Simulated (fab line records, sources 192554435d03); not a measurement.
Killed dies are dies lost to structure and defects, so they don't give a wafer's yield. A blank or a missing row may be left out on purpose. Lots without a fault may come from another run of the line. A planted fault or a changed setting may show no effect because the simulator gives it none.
A struck lot beside a sound one | flow n5_finfet | 15 steps out of a route of 1938
Sound: wafers L742.1, L742.4, L742.5. Struck: wafer L751.2. (L751.1, L751.5 of the same lot were not struck and are left out.) The cause comes at the end.
At each step with rows: each side's tool, then ch and its chambers, then its first start. Under that, the readings that differ: sound wafers | struck wafers | difference of the means | sigmas: that difference in standard deviations of wafers without a fault.
alike: readings whose means differ by less than 2 such deviations, and words and numbers that are the same on both sides. not compared: withheld readings, readings that some wafer has no value for, bounds like >300 that may hide the same value, and numbers for which the record gives no deviation and whose values overlap.
The two part at a step that has a row with sigmas, a row that says differs or no value, or rows on one side only. Numbers that don't overlap but have no deviation are shown without sigmas and don't part them. A reading that every wafer of one side lacks parts them only if that side has two wafers or more.

first, 8 steps without rows for these wafers: N5_BEOL_M15_COAT_60 (time 60 s, resist thk 89 nm); N5_BEOL_M15_COAT_22 (resist thk 800 nm); N5_BEOL_M15_EBR_24; N5_BEOL_M15_SOFTBAKE_23 (time 60 s); N5_BEOL_M15_EXPOSE_25 (exposes mask M15, target cd 400 nm); N5_BEOL_M15_PEB_26 (peb time 90 s); N5_BEOL_M15_DEVELOP_27 (develop time 45 s); N5_BEOL_M15_HARDBAKE_32 (time 120 s).
N5_BEOL_M15_CD_MEAS_28: target cd 407.6 nm.
  sound on cd_sem-02 ch 0, day 12 08:47; struck on cd_sem-02 ch 0, day 14 05:36
  alike: cd_nm
N5_BEOL_M15_OVL_MEAS_29:
  sound on overlay-02 ch 0, day 12 08:49; struck on overlay-02 ch 0, day 14 05:38
  alike: M15_OVL
N5_BEOL_M15_INSPECT_30: inspects for defects (macro).
  sound on defect_inspect-01, day 12 08:50; struck on defect_inspect-02, day 14 05:40
  alike: raw_defect_count
N5_BEOL_M15_DESCUM_33: chemistry O2, time 7.9 s.
  sound on rie_diel-03 ch 0,1,2, day 12 09:08; struck on rie_diel-03 ch 0, day 14 05:46
  alike: drypump_motor_current_A, o2_flow_sccm, oes_product_au, rf_vpp_V, showerhead_plenum_p_Torr, throttle_valve_pct
  not compared: rf_hours_counter_h
N5_BEOL_M15_ETCH_61: etches BARC in N2/H2, target depth 89 nm, overetch 26.7 nm, time 67.9 s.
  sound on rie_diel-03 ch 0,1,2, day 12 09:10; struck on rie_diel-03 ch 0, day 14 05:48
  reading      | sound             | struck | difference | sigmas
  bias_w (W)   | 150.1 150.8 150.1 | 144.6  | -5.7       | -13
  rf_vpp_V (V) | 523.9 524.7 523.7 | 511.5  | -12.6      | -5
  alike: drypump_motor_current_A, oes_product_au, showerhead_plenum_p_Torr, throttle_valve_pct
  not compared: rf_hours_counter_h
N5_BEOL_M15_TRENCH_ETCH_34: etches SiO2 in C4F8/O2/Ar, target depth 872.93 nm, time 199 s.
  sound on rie_diel-03 ch 0,1,2, day 12 09:13; struck on rie_diel-03 ch 0, day 14 05:51
  alike: bias_w, drypump_motor_current_A, oes_ar_750_au, oes_product_au, rf_vpp_V, showerhead_plenum_p_Torr, throttle_valve_pct
  not compared: rf_hours_counter_h
N5_PASSIVATION_PROBE_49:
  the record has rows for the struck wafers here (prober-02, day 15 04:14) and none for the sound ones

WHERE THEY PART
First at N5_BEOL_M15_ETCH_61; last, within this record, at N5_PASSIVATION_PROBE_49.

WHY: what the simulator had put in
Process parameter drift: rie_diel-03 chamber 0, from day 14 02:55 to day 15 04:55, at N5_BEOL_M15_ETCH_61. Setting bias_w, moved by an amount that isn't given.
